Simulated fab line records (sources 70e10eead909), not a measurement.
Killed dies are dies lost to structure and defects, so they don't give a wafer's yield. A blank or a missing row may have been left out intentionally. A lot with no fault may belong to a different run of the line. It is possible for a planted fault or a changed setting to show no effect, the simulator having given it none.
Chamber matching :: flow nandHarc :: NHARC_A_ONON_D2_DEP_33 on pecvd-02 has 3 sister chambers
The step deposits SiO2, target thk 200 nm. 3 wafers are shown with their chamber, then 7 later ones without.

## WAFERS WITH THEIR CHAMBER
wafer: L110.3
chamber: 1
throttleValvePct (%): 17.1

wafer: L119.2
chamber: 0
throttleValvePct (%): 15.9

wafer: L119.3
chamber: 2
throttleValvePct (%): 17.0

## WAFERS WHOSE CHAMBER IS MISSING
wafer: L119.4
throttleValvePct (%): 16.9

wafer: L120.1
throttleValvePct (%): 16.9

wafer: L120.4
throttleValvePct (%): 15.9

wafer: L120.6
throttleValvePct (%): 16.6

wafer: L121.4
throttleValvePct (%): 16.7

wafer: L121.5
throttleValvePct (%): 15.6

wafer: L121.6
throttleValvePct (%): 17.1

## CHAMBER TAKEN BY EACH
wafer: L119.4
from the rows above: can't be placed: 2 or 1
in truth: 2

wafer: L120.1
from the rows above: can't be placed: 2 or 1
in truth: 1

wafer: L120.4
from the rows above: 0
in truth: 0

wafer: L120.6
from the rows above: can't be placed: 2 or 1 or 0
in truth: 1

wafer: L121.4
from the rows above: can't be placed: 2 or 1
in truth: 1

wafer: L121.5
from the rows above: 0
in truth: 0

wafer: L121.6
from the rows above: can't be placed: 1 or 2
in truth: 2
2 of 7 placed correctly. Cannot be placed on the basis of these rows: 5; the candidates contain the true chamber in 5. Number placed wrongly: 0.
How it was worked out, from the rows above alone: a wafer's distance from a chamber is the root of the sum, over the readings, of the square of ((its reading less the chamber's mean) divided by the reading's scatter). The wafer belongs to the nearest chamber; if the next one is less than 2 further off, it can't be placed. The mean given for a chamber averages the wafers shown for that chamber. The scatter: root of mean squared gap, hidden wafer to nearest shown wafer, with one shown wafer a chamber.
